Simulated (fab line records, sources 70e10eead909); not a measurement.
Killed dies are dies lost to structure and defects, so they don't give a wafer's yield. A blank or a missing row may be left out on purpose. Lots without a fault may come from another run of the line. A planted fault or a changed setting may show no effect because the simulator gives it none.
Which tool did it? | flow nand_harc | 6 lots, 18 wafers sampled, at 3 steps of a route of 1159

WHAT THE GAUGES READ, wafer by wafer
NHARC_A_BONDPAD_THK_MEAS_20: measures by xrf.
lot  | measured     | on            | thk_nm (nm)
L140 | day 18 13:21 | film_metro-01 | 171.5 170.7 170.1
L142 | day 18 14:53 | film_metro-01 | 171.2 172.4 167.5
L144 | day 19 05:14 | film_metro-02 | 170.0 170.8 168.2
L149 | day 21 05:25 | film_metro-02 | 168.4 169.2 171.3
L158 | day 22 20:02 | film_metro-01 | 170.0 170.5 172.6
L162 | day 23 16:56 | film_metro-01 | 168.1 167.7 169.2

WHICH TOOL RAN EACH LOT (tool, then ch and the chambers of the sampled wafers, then the start)
lot  | NHARC_A_SOURCE_PLATE_CVD_03      | NHARC_A_BONDPAD_PVD_27
L140 | lpcvd_poly-02 ch 0, day 7 14:16  | pvd_sputter-02, day 18 13:21 or earlier
L142 | lpcvd_poly-02 ch 0, day 8 01:58  | pvd_sputter-03, day 18 14:53 or earlier
L144 | lpcvd_poly-01 ch 0, day 8 05:52  | pvd_sputter-01, day 19 05:14 or earlier
L149 | lpcvd_poly-03 ch 0, day 9 18:32  | pvd_sputter-01, day 21 05:25 or earlier
L158 | lpcvd_poly-01 ch 0, day 11 20:46 | pvd_sputter-03, day 22 20:02 or earlier
L162 | lpcvd_poly-01 ch 0, day 13 05:24 | pvd_sputter-02, day 23 16:56 or earlier
- NHARC_A_SOURCE_PLATE_CVD_03: deposits poly-Si, target thk 200 nm, time 4000 s.
- NHARC_A_BONDPAD_PVD_27: deposits Cu, target thk 30 nm, time 20.49 s.

THE ANSWER, worked out from the rows above alone
Rule: what is usual is taken from the lots themselves. Put in order of their means at a reading, lots are off if they are a third of the lots or fewer, leave a main group of 4 or more, and stand apart from it by a gap of 3 or more times the standard deviation of the main group's means; of several such gaps the widest counts. A main group whose means are all the same, to the digits that the tables above print for the reading, isn't used. A lot without any number at a reading at which 4 lots or more have one is off too. The other lots that the step has rows for count as sound.
No lot is off at any reading shown: from this, nothing can be told.

WHAT THE SIMULATOR HAD PUT IN
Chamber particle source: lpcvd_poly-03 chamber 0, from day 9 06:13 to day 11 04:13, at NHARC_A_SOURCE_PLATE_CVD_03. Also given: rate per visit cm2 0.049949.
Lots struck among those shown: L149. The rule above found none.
